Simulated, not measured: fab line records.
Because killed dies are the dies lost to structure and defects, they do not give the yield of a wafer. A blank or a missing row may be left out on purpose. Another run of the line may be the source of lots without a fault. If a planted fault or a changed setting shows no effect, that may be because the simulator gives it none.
fab line records | flow n5Finfet
record: lots: 5 wafers: 15 lastDay: 18
route steps=1938 shown BEOL_M0@743 BEOL_M1@751 BEOL_M4@1111
lots that met no fault: taken from a fault-free run of the same line
startH: start of the lot's first displayed wafer, in hours after the record's first day | waitH: how many hours have passed since the lot's step before this one | " the same as in the row above | L1.1+2: a single row standing in for several wafers | - no value present, or no start provided | * or withheld: withheld | < > ~ a bound
route shown NAME@n: a module of which the file shows steps, and the number in the route of the first | usual: mean and standard deviation over wafers with no fault | same: alike in all rows | chamber/n: place in a boat | sites: each site's reading | _std_site: the values' standard deviation | _edge_site: inner sites' mean taken away from outer sites' mean | radiusMm: for every site, how far away it sits from the centre of the wafer | mask NAME#n: copy n | behind: the tool/chamber that last shaped the wafer | hold: reason for holding the lot/hours on hold/outcome of the hold | device: transistor that didn't switch, given as n, p or np | end of line: tests of these same wafers at the route's end | where a step has no rows: the recipe by itself | killed: dies that structure and defects cost at the first sort, which is not the same as the wafer's yield | map: the dies of a wafer, with x for killed, . for not killed, _ for no die there
set.NAME: the setting the step ran with; set.NAME@STEP: the setting that earlier step ran with | model.NAME: the simulator's own value behind a step, which no gauge read
lots at selected steps of the route; one table per step, one row per wafer
services: when a tool's chamber went out of use (startH, in hours from the record's first day, below 0 if earlier), for how many hours, and the reason
== steps ==
step: N5_BEOL_M0_CMP_120
recipe: stopOn: SiOC tOverpolishS: 6.9 downForcePsi: 1 platenRpm: 50 clearingPlatenDownForcePsi: 1.5 clearingPlatenRpm: 50 postCmpClean: cuAlkaline clearingPlatenPadVelocityMS: 0.99484 padVelocityMS: 0.99484
step: N5_BEOL_M0_PRE_CLEAN_131
recipe: gas: NH3/H2 timeS: 15 tempC: * rfPowerW: 300
step: N5_BEOL_M0_CO_CAP_123
recipe: material: Co targetThkA: 20 tempC: 200 precursor: CCTBA/H2 pressureTorr: 30 timeS: 102.1
step: N5_BEOL_M0_PRE_CLEAN_124
recipe: gas: NH3 timeS: 15 tempC: withheld rfPowerW: 300
step: N5_BEOL_M0_DEP_125
recipe: material: SiCN targetThkA: 80 tempC: withheld precursor: 3MS/NH3 pressureTorr: 3 rfW: 202 timeS: 14
step: N5_BEOL_M1_ILD_DEP_00
recipe: material: SiOC targetThkA: 790 tempC: 350 precursor: DEMS/O2 pressureTorr: 5 rfW: 500 timeS: 15.3
step: N5_BEOL_M1_PECVD_72
recipe: material: SiO2 targetThkA: 160 tempC: 400 precursor: TEOS/O2 pressureTorr: 5.5 rfW: 450 teosFlowSccm: 53.8 gas: O2 flowSccm: 3000 timeS: 18
step: N5_BEOL_M1_HM_DEP_02
recipe: material: TiN targetThkA: 200 tempC: 25 chamberPressurePa: 0.49996
step: N5_BEOL_M1_COAT_61
recipe: resist: SOC tempC: 250 timeS: 60 spinRpm: 1500 resistThkNm: 60
usual: plateTempC: 249.97/0.16 spinSpeedRpm: 1499.9/0.89
columns lot.wafer tool chamber startH waitH plateTempC spinSpeedRpm model.SOC_of_BEOL_M1_COAT_61.thkNm
L265.1 lithoTrack-01 0 144.93 0.1 250.06 1501.4 60.2
L265.3 " 0 " " 250.10 1502.0 60.2
L265.5 " 0 " " 250.16 1499.1 60
L275.1 lithoTrack-01 0 219.29 0.1 250.10 1138.6 68.8
L275.3 " 0 " " 249.87 1137.2 69
L275.4 " 0 " " 250.33 1138.0 69
L277.2 lithoTrack-01 0 222.94 0.1 249.77 1137.1 69
L277.4 " 0 " " 249.88 1138.3 69
L277.6 " 0 " " 250.09 1137.8 68.8
L279.1 lithoTrack-01 0 238.74 0.1 249.78 1138.7 68.8
L279.2 " 0 " " 249.90 1139.6 68.8
L279.4 " 0 " " 249.94 1139.7 69
L284.2 lithoTrack-03 0 257.63 0.1 250.06 1500.3 60
L284.3 " 0 " " 250.08 1498.8 60
L284.4 " 0 " " 250.20 1500.3 60
step: N5_BEOL_M1_COAT_62
recipe: resist: SiARC tempC: 220 timeS: 60 spinRpm: 1500 resistThkNm: 12
step: N5_BEOL_M1_COAT_73
recipe: resist: underlayer tempC: 205 timeS: 60 spinRpm: 1500 resistThkNm: 5
step: N5_BEOL_M1_COAT_05
recipe: resist: CAR-EUV spinRpm: 1500 resistThkNm: 30
step: N5_BEOL_M1_EBR_07
recipe: solvent: PGMEA ebrWidthMm: 1.5
step: N5_BEOL_M1_SOFTBAKE_06
recipe: tempC: 110 timeS: 60 resist: CAR-EUV
step: N5_BEOL_M1_EXPOSE_08
recipe: maskId: M1 na: 0.33 sourceShape: dipole sigmaInner: 0.369 sigmaOuter: 0.767 polarization: unpolarized doseMj: 33
step: N5_BEOL_M1_PEB_09
recipe: pebTempC: 100 pebTimeS: 60 resist: CAR-EUV
step: N5_BEOL_M1_DEVELOP_10
recipe: developTimeS: 30 developer: TMAH resist: CAR-EUV rinseLiquid: surfactantRinse dry: airSpin devTempC: 23
step: N5_BEOL_M1_DESCUM_16
recipe: chemistry: O2 timeS: 7 sourcePowerW: 50 biasPowerW: 20 pressureMtorr: 20 rfFrequencyHz: 2.712e+07 tempC: 40 resist: CAR-EUV o2FlowSccm: 225
step: N5_BEOL_M1_ETCH_74
recipe: chemistry: N2/H2 target: underlayer targetDepthA: 65 maskMaterial: CAR-EUV timeS: 5.2 ionEnergyEv: 200 pressureMtorr: 30 sourceW: 840 biasW: 150 n2FlowSccm: 200 h2FlowSccm: 200 ends: cleared
step: N5_BEOL_M1_ETCH_63
recipe: chemistry: CF4 target: SiARC targetDepthA: 156 maskMaterial: CAR-EUV timeS: 26 ionEnergyEv: 80 pressureMtorr: 40 sourceW: 545 biasW: 36 Ar_flow_sccm: 100 cf4FlowSccm: 100 ends: cleared
step: N5_BEOL_M1_ETCH_64
recipe: chemistry: N2/H2 target: SOC targetDepthA: 750 overetchA: 150 maskMaterial: SiARC tempC: 40 timeS: 112.5 ionEnergyEv: 200 pressureMtorr: 30 sourceW: 840 biasW: 150 n2FlowSccm: 200 h2FlowSccm: 200
usual: biasW: 149.9/0.48 drypumpMotorCurrentA: 5.8/0.76 oesProductAu: 0.63/0.054 rfVppV: 523.8/2.3 showerheadPlenumPTorr: 2.54/0.083 throttleValvePct: 17.68/0.21
columns lot.wafer tool chamber startH waitH biasW drypumpMotorCurrentA oesProductAu rfHoursCounterH rfVppV showerheadPlenumPTorr throttleValvePct model.etch.depthNm
L265.1 rieDiel-04 3 145.61 0.0 151.2 6.7 0.68 52 520.9 2.48 17.71 60.25
L265.3 " 2 " " 149.6 6.5 0.76 2 523.5 2.48 17.30 60.27
L265.5 " 3 " " 150.7 6.8 0.67 - 521.8 2.48 17.71 60.05
L275.1 rieDiel-04 1 219.77 0.0 149.3 4.7 0.62 170 526.9 2.66 17.83 68.74
L275.3 " 3 " " 150.2 6.7 0.71 73 521.5 2.47 17.75 69.09
L275.4 " 2 " " 150.2 6.5 0.74 27 521.8 2.47 17.33 68.97
L277.2 rieDiel-01 2 223.80 0.0 150.3 5.2 0.61 176 523.8 2.53 17.58 68.98
L277.4 " 1 " " 149.5 4.9 0.60 209 519.8 2.40 17.91 69.03
L277.6 " 3 " " 150.0 6.4 0.74 - 520.9 2.48 17.72 68.74
L279.1 rieDiel-04 3 239.20 0.0 150.1 6.7 0.70 78 522.1 2.47 17.77 68.73
L279.2 " 1 " " 149.5 4.7 0.63 175 526.9 2.65 17.82 68.86
L279.4 " 0 " " 150.3 5.4 0.61 205 525.9 2.64 17.79 69.05
L284.2 rieDiel-03 2 258.10 0.0 150.1 6.6 0.59 195 520.2 2.41 17.94 59.95
L284.3 " 0 " " 149.4 6.4 0.63 110 523.6 2.56 17.70 60.08
L284.4 " 1 " " 148.6 5.3 0.65 - 524.7 2.57 17.27 59.91
step: N5_BEOL_M1_STRIP_65
recipe: chemistry: N2/H2 tempC: 40 n2FlowSccm: 200 h2FlowSccm: 200 rfFrequencyHz: 6e+07
step: N5_BEOL_M1_STRIP_75
recipe: chemistry: N2/H2 tempC: 40 n2FlowSccm: 200 h2FlowSccm: 200 rfFrequencyHz: 6e+07
step: N5_BEOL_M1_STRIP_66
recipe: chemistry: CF4 resist: SiARC powerW: 300 biasPowerW: 75 pressureMtorr: 50 cf4FlowSccm: 150 rfFrequencyHz: 6e+07
step: N5_BEOL_M1_HM_OPEN_17
recipe: chemistry: Cl2/BCl3 targetDepthA: 200 overetchA: 60 target: TiN maskMaterial: SOC ionEnergyEv: 150 pressureMtorr: 10 icpW: 1000 biasW: 126 Cl2_flow_sccm: 53.25 bcl3FlowSccm: 21.75 Ar_flow_sccm: 25
usual: biasW: 126.0/0.33 drypumpMotorCurrentA: 5.5/0.62 oesProductAu: 0.70/0.085 throttleValvePct: 22.05/0.14
columns lot.wafer tool chamber startH waitH biasW drypumpMotorCurrentA oesProductAu rfHoursCounterH throttleValvePct model.SOC_of_BEOL_M1_COAT_61.thkNm
L265.1 rieMetal-02 0 145.78 0.0 126.4 5.3 0.54 112 22.25 52.2
L265.3 " 1 " " 126.3 6.1 0.62 - 22.27 52.2
L265.5 " 0 " " 126.0 5.3 0.54 - 22.27 52
L275.1 rieMetal-01 1 219.94 0.0 125.7 5.9 0.75 9 21.94 60.8
L275.3 " 1 " " 126.1 5.9 0.74 - 21.94 61.2
L275.4 " 0 " " 126.1 4.6 0.76 - 21.96 60.8
L277.2 rieMetal-03 0 223.97 0.0 126.6 6.5 0.73 18 22.08 61.2
L277.4 " 0 " " 126.1 6.5 0.72 - 22.06 61.2
L277.6 " 1 " " 126.3 5.7 0.64 - 22.05 60.8
L279.1 rieMetal-01 1 239.37 0.0 125.8 5.9 0.74 11 21.92 60.8
L279.2 " 0 " " 126.6 4.6 0.76 13 21.95 60.6
L279.4 " 1 " " 126.5 5.9 0.74 - 21.94 61.2
L284.2 rieMetal-01 0 258.27 0.0 126.3 4.6 0.77 15 21.95 51.4
L284.3 " 0 " " 125.9 4.6 0.76 - 21.96 51.8
L284.4 " 1 " " 125.8 5.9 0.74 - 21.94 52
step: N5_BEOL_M1_STRIP_19
recipe: chemistry: O2 powerW: 400 tempC: 40 pressureMtorr: 30 rfFrequencyHz: 6e+07 biasPowerW: 0 overashFraction: 0.2 o2FlowSccm: 225
step: N5_BEOL_M4_RC_MEAS_101
usual: DIBL_N: 36.3/2 DIBL_P: 36.3/2.4 IOFF_N: 0.16/0.034 IOFF_P: 0.21/0.035 ION_N: 672/12 ION_P: 459/6.5 SS_N: 71.6/0.67 SS_P: 73.3/0.71 VT_N: 250/3.5 VT_P: -251/3
columns lot.wafer tool chamber startH waitH DIBL_N[mV/V] DIBL_P[mV/V] IOFF_N[nA/um] IOFF_P[nA/um] ION_N[uA/um] ION_P[uA/um] SS_N[mV/dec] SS_P[mV/dec] VT_N[mV] VT_P[mV]
L265.1 prober-02 0 191.00 0.0 33.7 36.0 0.12 0.16 664 455 71.1 72.5 254 -255
L265.3 " 0 " " 37.3 39.9 0.18 0.22 676 456 72.4 73.6 250 -252
L265.5 " 0 " " 35.6 37.9 0.16 0.20 673 455 71.5 73.7 252 -254
L275.1 prober-01 0 288.20 0.0 39.1 37.0 0.20 0.22 677 455 71.3 74.1 246 -250
L275.3 " 0 " " 37.6 37.0 0.17 0.23 691 475 71.6 73.3 250 -248
L275.4 " 0 " " 36.3 34.6 0.13 0.18 668 454 71.3 72.6 252 -253
L277.2 prober-02 0 303.11 0.2 36.4 37.4 0.15 0.21 669 465 71.6 72.7 252 -247
L277.4 " 0 " " 33.7 33.8 0.12 0.17 669 471 70.9 71.8 252 -251
L277.6 " 0 " " 36.4 36.4 0.15 0.20 660 458 71.6 73.0 250 -249
L279.1 prober-02 0 318.71 0.0 35.9 35.4 0.17 0.19 672 457 71.6 73.7 249 -253
L279.2 " 0 " " 34.7 34.2 0.14 0.18 674 451 71.0 72.9 252 -251
L279.4 " 0 " " 37.3 38.2 0.22 0.24 687 459 72.3 74.5 243 -250
L284.2 prober-01 0 326.54 0.2 38.5 39.2 0.23 0.26 693 467 72.8 73.9 242 -247
L284.3 " 0 " " 37.8 38.4 0.23 0.26 685 459 72.2 73.7 243 -247
L284.4 " 0 " " 38.6 39.4 0.23 0.26 686 460 71.8 74.3 244 -245
== services ==
columns tool chamber startH hours kind
rieDiel-01 1 136.98 6.2 repair
rieDiel-04 3 157.82 7.7 repair
rieDiel-01 3 159.74 5.1 repair
rieDiel-04 0 164.51 10.8 repair
lithoTrack-01 - 170.04 - consumableReplace:filter
rieDiel-01 0 192.03 15.2 repair
rieMetal-02 - 192.83 2.7 repair
rieDiel-01 3 199.51 13.7 repair
rieDiel-01 1 203.97 4.9 repair
rieMetal-02 - 206.77 2.8 pm
rieMetal-02 0 232.25 1.0 repair
rieDiel-01 3 233.71 4.6 repair
rieMetal-02 0 244.69 22.3 repair
rieMetal-02 - 246.99 1.4 pm
rieDiel-03 - 247.81 0.9 repair
== key ==
firstSign: step: N5_BEOL_M1_COAT_61 reading: spinSpeedRpm direction: down sigmas: 99+ usual: * struck: *
effect none on later readings
modelEffect: step: N5_BEOL_M1_COAT_61 value: SOC_of_BEOL_M1_COAT_61.thkNm without: 60 struck: 68.91
modelEffect: step: N5_BEOL_M1_ETCH_64 value: etch.depthNm without: 60.03 struck: 68.91
modelEffect: step: N5_BEOL_M1_HM_OPEN_17 value: SOC_of_BEOL_M1_COAT_61.thkNm without: 52.09 struck: 60.96
metAt N5_BEOL_M1_COAT_61
struckWafers L275.1,L275.3,L275.4,L277.2,L277.4,L277.6,L279.1,L279.2,L279.4
onsetBetween 144.93 219.29
fault: kind: processParameterDrift tool: lithoTrack-01 chamber: - onsetH: 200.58 steps: N5_BEOL_M1_COAT_61 channel: spinRpm offset: * shape: step endH: 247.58 actsIn: * stated: *
